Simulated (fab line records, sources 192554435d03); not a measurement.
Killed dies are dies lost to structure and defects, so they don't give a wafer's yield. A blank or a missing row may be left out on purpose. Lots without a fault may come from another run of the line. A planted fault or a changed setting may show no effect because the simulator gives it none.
Chamber matching | flow n5_finfet | N5_BEOL_M4_ETCH_69 on rie_diel-06: 4 sister chambers
The step etches SiARC in CF4, target depth 15.6 nm, time 26 s. 4 wafers are shown with their chamber, then 8 later ones without.

WAFERS WITH THEIR CHAMBER
wafer  | chamber | showerhead_plenum_p_Torr (Torr)
L084.6 | 0       | 2.22
L086.5 | 1       | 2.11
L086.6 | 2       | 2.10
L095.1 | 3       | 2.20

WAFERS WITHOUT THEIR CHAMBER
wafer  | showerhead_plenum_p_Torr (Torr)
L095.2 | 2.21
L095.3 | 2.09
L095.4 | 2.09
L095.5 | 2.20
L095.6 | 2.21
L096.2 | 2.21
L096.4 | 2.20
L096.6 | 2.09

WHICH CHAMBER EACH WENT THROUGH
wafer  | from the rows above     | in truth
L095.2 | can't be placed: 3 or 0 | 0
L095.3 | can't be placed: 2 or 1 | 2
L095.4 | can't be placed: 2 or 1 | 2
L095.5 | 3                       | 3
L095.6 | can't be placed: 3 or 0 | 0
L096.2 | can't be placed: 3 or 0 | 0
L096.4 | 3                       | 3
L096.6 | can't be placed: 2 or 1 | 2
Placed correctly: 2 of 8. Can't be placed from these rows: 6 (the true chamber is among the candidates in 6). Placed wrongly: 0.
How it was worked out, from the rows above alone: a wafer's distance from a chamber is the root of the sum, over the readings, of the square of ((its reading less the chamber's mean) divided by the reading's scatter). The wafer belongs to the nearest chamber; if the next one is less than 2 further off, it can't be placed. A chamber's mean is the mean of its shown wafers. The scatter: with one shown wafer a chamber, the root of the mean of the squares of how far each hidden wafer lies from its nearest shown one.
